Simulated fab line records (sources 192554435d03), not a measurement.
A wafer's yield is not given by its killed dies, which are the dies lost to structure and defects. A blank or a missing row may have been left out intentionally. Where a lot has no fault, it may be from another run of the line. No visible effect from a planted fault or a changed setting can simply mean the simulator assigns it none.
Chamber matching | flow n5 finfet | N5_BEOL_M8_ALD_77 on ald metal-03 has 4 sister chambers
The step deposits TaN, target thk 2 nm, pulse time 2 s, purge time 3 s. 4 wafers are shown with their chamber, then 7 later ones without.

## WAFERS PAIRED WITH THEIR CHAMBERS
wafer  | chamber | heater power w (W)
L081.6 | 3       | 458
L084.5 | 1       | 435
L088.1 | 2       | 431
L088.3 | 0       | 367

## WAFERS MISSING THEIR CHAMBER
wafer  | heater power w (W)
L088.5 | 361
L092.1 | 440
L092.2 | 351
L092.3 | 450
L095.3 | 431
L095.4 | 430
L095.5 | 438

## EACH ONE'S CHAMBER
wafer  | from the rows above          | in truth
L088.5 | 0                            | 0
L092.1 | can't be placed: 1 or 2 or 3 | 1
L092.2 | 0                            | 0
L092.3 | can't be placed: 3 or 1 or 2 | 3
L095.3 | can't be placed: 2 or 1      | 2
L095.4 | can't be placed: 2 or 1      | 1
L095.5 | can't be placed: 1 or 2      | 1
2 of 7 placed correctly. Can't be placed from these rows: 5 (the true chamber is among the candidates in 5). Wrongly placed: 0.
How it was worked out, from the rows above alone: a wafer's distance from a chamber is the root of the sum, over the readings, of the square of ((its reading less the chamber's mean) divided by the reading's scatter). The wafer belongs to the nearest chamber; if the next one is less than 2 further off, it can't be placed. A chamber's mean is the mean of its shown wafers. The scatter: root of mean squared gap, hidden wafer to nearest shown wafer, with one shown wafer a chamber.
